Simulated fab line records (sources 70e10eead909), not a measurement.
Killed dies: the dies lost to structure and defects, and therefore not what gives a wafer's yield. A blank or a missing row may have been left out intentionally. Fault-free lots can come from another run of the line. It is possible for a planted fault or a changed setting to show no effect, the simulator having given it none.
Which of the tools did it? :: flow nandHarc :: 33 wafers from 11 lots sampled at 4 of the route's 1302 steps

## WHAT THE GAUGES READ, wafer by wafer
NHARC_P_GATE_CD_MEAS_26 targets a cd of 120 nm.
lot: L180
measured: day 5 07:44
on: cdSem-01
cdNm (nm): 120.3 119.8 120.5

lot: L182
measured: day 6 05:19
on: cdSem-02
cdNm (nm): 120.4 120.2 121.5

lot: L183
measured: day 6 16:56
on: cdSem-02
cdNm (nm): 119.3 118.4 119.7

lot: L184
measured: day 6 23:44
on: cdSem-01
cdNm (nm): 120.1 120.1 119.3

lot: L186
measured: day 8 04:12
on: cdSem-01
cdNm (nm): 121.4 120.7 121.1

lot: L192
measured: day 11 00:01
on: cdSem-01
cdNm (nm): 125.8 126.5 126.4

lot: L193
measured: day 10 23:43
on: cdSem-02
cdNm (nm): 125.5 126.6 126.0

lot: L196
measured: day 11 21:39
on: cdSem-03
cdNm (nm): 120.1 119.0 119.9

lot: L197
measured: day 12 10:19
on: cdSem-02
cdNm (nm): 120.4 120.5 119.2

lot: L200
measured: day 13 22:26
on: cdSem-03
cdNm (nm): 121.6 122.2 121.1

lot: L201
measured: day 14 04:23
on: cdSem-01
cdNm (nm): 121.0 120.2 120.9

## TOOL THAT RAN EACH LOT (tool first, then ch and the chambers of the sampled wafers, then the start)
lot: L180
NHARC_P_STI_ETCH_31: rieDiel-13 ch 0,2,3, day 3 07:14 or earlier
NHARC_P_STI_ETCH_15: rieSi-04 ch 0,1, day 3 07:14
NHARC_P_GATE_PEB_24: lithoTrack-01 ch 0, day 5 07:39

lot: L182
NHARC_P_STI_ETCH_31: rieDiel-11 ch 1,2,3, day 4 02:58 or earlier
NHARC_P_STI_ETCH_15: rieSi-04 ch 0,3, day 4 02:58
NHARC_P_GATE_PEB_24: lithoTrack-01 ch 0, day 6 05:14

lot: L183
NHARC_P_STI_ETCH_31: rieDiel-09 ch 0,1,2, day 4 14:11 or earlier
NHARC_P_STI_ETCH_15: rieSi-06 ch 0,2,3, day 4 14:11
NHARC_P_GATE_PEB_24: lithoTrack-06 ch 0, day 6 16:52

lot: L184
NHARC_P_STI_ETCH_31: rieDiel-11 ch 1,2, day 4 23:18 or earlier
NHARC_P_STI_ETCH_15: rieSi-06 ch 1,2, day 4 23:18
NHARC_P_GATE_PEB_24: lithoTrack-01 ch 0, day 6 23:40

lot: L186
NHARC_P_STI_ETCH_31: rieDiel-11 ch 0,3, day 5 17:31 or earlier
NHARC_P_STI_ETCH_15: rieSi-04 ch 0,3, day 5 17:31
NHARC_P_GATE_PEB_24: lithoTrack-04 ch 0, day 8 04:07

lot: L192
NHARC_P_STI_ETCH_31: rieDiel-13 ch 0,3, day 8 08:28 or earlier
NHARC_P_STI_ETCH_15: rieSi-01 ch 2,3, day 8 08:28
NHARC_P_GATE_PEB_24: lithoTrack-01 ch 0, day 10 23:56

lot: L193
NHARC_P_STI_ETCH_31: rieDiel-13 ch 1,2,3, day 8 14:49 or earlier
NHARC_P_STI_ETCH_15: rieSi-06 ch 0,2, day 8 14:49
NHARC_P_GATE_PEB_24: lithoTrack-01 ch 0, day 10 23:38

lot: L196
NHARC_P_STI_ETCH_31: rieDiel-09 ch 0,2,3, day 9 21:12 or earlier
NHARC_P_STI_ETCH_15: rieSi-06 ch 1,2,3, day 9 21:12
NHARC_P_GATE_PEB_24: lithoTrack-06 ch 0, day 11 21:34

lot: L197
NHARC_P_STI_ETCH_31: rieDiel-09 ch 0,2,3, day 10 08:20 or earlier
NHARC_P_STI_ETCH_15: rieSi-04 ch 0,2,3, day 10 08:20
NHARC_P_GATE_PEB_24: lithoTrack-06 ch 0, day 12 10:14

lot: L200
NHARC_P_STI_ETCH_31: rieDiel-11 ch 1,2, day 11 13:29 or earlier
NHARC_P_STI_ETCH_15: rieSi-04 ch 0,1, day 11 13:29
NHARC_P_GATE_PEB_24: lithoTrack-04 ch 0, day 13 22:21

lot: L201
NHARC_P_STI_ETCH_31: rieDiel-13 ch 0,1,3, day 12 00:41 or earlier
NHARC_P_STI_ETCH_15: rieSi-04 ch 0,1,2, day 12 00:41
NHARC_P_GATE_PEB_24: lithoTrack-01 ch 0, day 14 04:18
- NHARC_P_STI_ETCH_31: etches the open film in CF4/CHF3, target depth 108.9 nm, time 54.5 s.
- NHARC_P_STI_ETCH_15: etches the open film in HBr/Cl2, target depth 300 nm, time 100.1 s.
- NHARC_P_GATE_PEB_24: peb time 65 s.

## THE ANSWER, worked out from the rows above alone
Rule: the usual values come from the lots themselves. Put in order of their means at a reading, lots are off if they are a third of the lots or fewer, leave a main group of 4 or more, and stand apart from it by a gap of 3 or more times the standard deviation of the main group's means; of several such gaps the widest counts. A main group whose means are all the same, to the digits that the tables above print for the reading, isn't used. Also off: a lot with no number at a reading for which 4 or more lots have one. Where the step has rows for the other lots, those lots are counted as sound.
Off: L192, L193 (NHARC_P_GATE_CD_MEAS_26, cdNm). The main group has a mean of 120.3 nm with a standard deviation of 0.73.
A tool fits if, at a process step before that reading, it ran every lot that is off, and no sound lot after the first of them. The gauges at NHARC_P_GATE_CD_MEAS_26 are tried like those tools. NHARC_P_STI_ETCH_31: start missing for some lots; hours and lot order therefore follow NHARC_P_STI_ETCH_15. None of those tried fits.

## WHAT THE SIMULATOR HAD PUT IN
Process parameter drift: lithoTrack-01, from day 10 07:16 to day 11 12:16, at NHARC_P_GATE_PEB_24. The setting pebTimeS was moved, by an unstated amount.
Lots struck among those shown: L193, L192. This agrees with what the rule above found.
